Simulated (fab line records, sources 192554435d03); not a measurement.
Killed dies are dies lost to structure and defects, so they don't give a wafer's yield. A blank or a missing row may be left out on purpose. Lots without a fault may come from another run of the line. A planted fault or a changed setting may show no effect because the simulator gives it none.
Which tool did it? | flow n5_finfet | 14 lots, 38 wafers sampled, at 4 steps of a route of 1938

WHAT THE GAUGES READ, wafer by wafer
N5_SDB_OVL_MEAS_12. Usual: SDB_OVL -0.5 nm, standard deviation 0.85.
lot  | measured    | on         | SDB_OVL (nm)   | flag
L218 | day 3 16:53 | overlay-01 | -1.1 -1.2      |
L219 | day 4 00:03 | overlay-01 | -1.6 -1.6      |
L220 | day 4 04:16 | overlay-01 | -1.2 -1.0 -1.9 |
L221 | day 4 12:44 | overlay-02 | 1.2 0.6        |
L222 | day 4 16:00 | overlay-02 | 0.7 0.7        |
L225 | day 5 13:13 | overlay-01 | -0.7 -0.9 -0.9 |
L226 | day 6 02:42 | overlay-02 | 1.2 0.1 0.7    |
L227 | day 6 03:56 | overlay-01 | -1.3 -1.0 -1.0 |
L228 | day 6 11:53 | overlay-01 | -0.6 -0.1 -0.7 |
L229 | day 6 12:37 | overlay-02 | 1.3 0.7 1.1    |
L237 | day 8 20:25 | overlay-02 | 1.2 0.1 0.6    |
L238 | day 8 20:09 | overlay-01 | -0.1 0.4 0.3   |
L240 | day 9 06:49 | overlay-02 | -1.0 -1.0 0.3  |
L241 | day 9 14:50 | overlay-01 | -0.3 -0.5 -0.3 |

WHICH TOOL RAN EACH LOT (tool, then ch and the chambers of the sampled wafers, then the start)
lot  | N5_SD_EPI_N_LINER_46             | N5_SD_ACTIVATION_RTA_00         | N5_ILD0_CMP_07
L218 | ald_sin-01 ch 3, day 3 04:26     | rtp_anneal-01 ch 0, day 3 09:02 | cmp-04 ch 0, day 3 12:40
L219 | ald_sin-02 ch 1,3, day 3 11:53   | rtp_anneal-01 ch 0, day 3 16:20 | cmp-03 ch 1,3, day 3 20:14
L220 | ald_sin-03 ch 0,2,3, day 3 16:31 | rtp_anneal-02 ch 0, day 3 20:55 | cmp-03 ch 1,2, day 4 00:20
L221 | ald_sin-02 ch 1,3, day 4 00:26   | rtp_anneal-02 ch 0, day 4 05:10 | cmp-02 ch 0,2, day 4 08:43
L222 | ald_sin-01 ch 0, day 4 04:08     | rtp_anneal-02 ch 0, day 4 08:37 | cmp-02 ch 0,1, day 4 12:07
L225 | ald_sin-02 ch 0,1,3, day 5 01:10 | rtp_anneal-01 ch 0, day 5 05:42 | cmp-04 ch 0,1,2, day 5 09:16
L226 | ald_sin-01 ch 0,1,3, day 5 14:43 | rtp_anneal-01 ch 0, day 5 19:12 | cmp-02 ch 0,1, day 5 22:39
L227 | ald_sin-03 ch 0,1,3, day 5 15:40 | rtp_anneal-02 ch 0, day 5 20:27 | cmp-02 ch 0,2,3, day 5 23:52
L228 | ald_sin-02 ch 0,2,3, day 5 23:50 | rtp_anneal-01 ch 0, day 6 04:23 | cmp-02 ch 0,2,3, day 6 07:50
L229 | ald_sin-01 ch 0,1,2, day 6 00:44 | rtp_anneal-02 ch 0, day 6 05:14 | cmp-02 ch 0,1,2, day 6 08:43
L237 | ald_sin-03 ch 1,2,3, day 8 06:53 | rtp_anneal-02 ch 0, day 8 11:23 | cmp-04 ch 1,2,3, day 8 16:08
L238 | ald_sin-03 ch 1,2,3, day 8 07:33 | rtp_anneal-01 ch 0, day 8 12:23 | cmp-03 ch 1,2,3, day 8 16:08
L240 | ald_sin-02 ch 1,2,3, day 8 18:26 | rtp_anneal-02 ch 0, day 8 23:00 | cmp-02 ch 0,1,3, day 9 02:43
L241 | ald_sin-01 ch 0,1,2, day 9 02:11 | rtp_anneal-02 ch 0, day 9 06:41 | cmp-04 ch 0,1,2, day 9 10:49
- N5_SD_EPI_N_LINER_46: material SiNx, target thk 3 nm.
- N5_SD_ACTIVATION_RTA_00: time 0 s.
- N5_ILD0_CMP_07: polishes SiO2 flowable, stops on poly-Si, t overpolish 1.18 s, target thk 138.88 nm.

WHAT THE TOOLS THEMSELVES READ (means of the sampled wafers that have a number; where no wafer has one, the mark that the record gives instead)
N5_SD_EPI_N_LINER_46. Usual: heater_power_w 848 W, standard deviation 140.
lot  | tool       | heater_power_w (W) | flag
L218 | ald_sin-01 | 1084               |
L219 | ald_sin-02 | 822                |
L220 | ald_sin-03 | 820                |
L221 | ald_sin-02 | 831                |
L222 | ald_sin-01 | 954                |
L225 | ald_sin-02 | 865                |
L226 | ald_sin-01 | 879                |
L227 | ald_sin-03 | 885                |
L228 | ald_sin-02 | 891                |
L229 | ald_sin-01 | 748                |
L237 | ald_sin-03 | 840                |
L238 | ald_sin-03 | 836                |
L240 | ald_sin-02 | 851                |
L241 | ald_sin-01 | 760                |

N5_SD_ACTIVATION_RTA_00. Usual: lamp_power_pct 8.96 %, standard deviation 0.055; wafer_temp_C_max 974.9, standard deviation 2.
lot  | tool          | lamp_power_pct (%) | wafer_temp_C_max | flag
L218 | rtp_anneal-01 | 9.02               | 977.0            |
L219 | rtp_anneal-01 | 9.02               | 973.6            |
L220 | rtp_anneal-02 | 8.94               | 972.4            |
L221 | rtp_anneal-02 | 8.88               | 974.2            |
L222 | rtp_anneal-02 | 8.92               | 975.0            |
L225 | rtp_anneal-01 | 9.00               | 977.4            |
L226 | rtp_anneal-01 | 8.93               | 976.3            |
L227 | rtp_anneal-02 | 8.96               | 974.5            |
L228 | rtp_anneal-01 | 9.02               | 974.8            |
L229 | rtp_anneal-02 | 8.92               | 974.8            |
L237 | rtp_anneal-02 | 9.00               | 975.5            |
L238 | rtp_anneal-01 | 8.94               | 974.4            |
L240 | rtp_anneal-02 | 8.95               | 976.7            |
L241 | rtp_anneal-02 | 8.95               | 974.3            |

N5_ILD0_CMP_07. Usual: edge_zone_pressure_frac 1.000, standard deviation 0.0046; head_pressure_psi 4.148 psi, standard deviation 0.0095; motor_current_A 12.6 A, standard deviation 1.3.
lot  | tool   | edge_zone_pressure_frac | head_pressure_psi (psi) | motor_current_A (A) | flag
L218 | cmp-04 | 1.006                   | 4.149                   | 12.3                |
L219 | cmp-03 | 0.998                   | 4.159                   | 13.2                |
L220 | cmp-03 | 1.003                   | 4.143                   | 14.5                |
L221 | cmp-02 | 0.999                   | 4.139                   | 13.1                |
L222 | cmp-02 | 1.004                   | 4.159                   | 13.6                |
L225 | cmp-04 | 1.006                   | 4.147                   | 12.6                |
L226 | cmp-02 | 1.001                   | 4.151                   | 13.9                |
L227 | cmp-02 | 1.002                   | 4.164                   | 12.1                |
L228 | cmp-02 | 1.000                   | 4.293                   | 12.6                | OFF
L229 | cmp-02 | 1.000                   | 4.292                   | 13.1                | OFF
L237 | cmp-04 | 0.998                   | 4.147                   | 12.4                |
L238 | cmp-03 | 0.994                   | 4.145                   | 13.2                |
L240 | cmp-02 | 0.998                   | 4.150                   | 12.4                |
L241 | cmp-04 | 1.001                   | 4.148                   | 12.7                |

THE ANSWER, worked out from the rows above alone
Rule: a lot is off if the mean of its wafers that have a number lies more than 3 standard deviations from the usual mean. A lot without any number at a reading at which 4 lots or more have one is off too. The other lots that the step has rows for count as sound. The gauges are gone through in route order, then the tools' own readings, and for those a lot's mean is taken as printed above. The first step at which some lot is off is used, and at that step the reading that is off furthest; a lot without a number counts as furthest.
Off: L228, L229, at N5_ILD0_CMP_07 (head_pressure_psi).
A tool fits if, at that step or a process step before it, it ran every lot that is off, and no sound lot after the first of them. None of those tried fits.

WHAT THE SIMULATOR HAD PUT IN
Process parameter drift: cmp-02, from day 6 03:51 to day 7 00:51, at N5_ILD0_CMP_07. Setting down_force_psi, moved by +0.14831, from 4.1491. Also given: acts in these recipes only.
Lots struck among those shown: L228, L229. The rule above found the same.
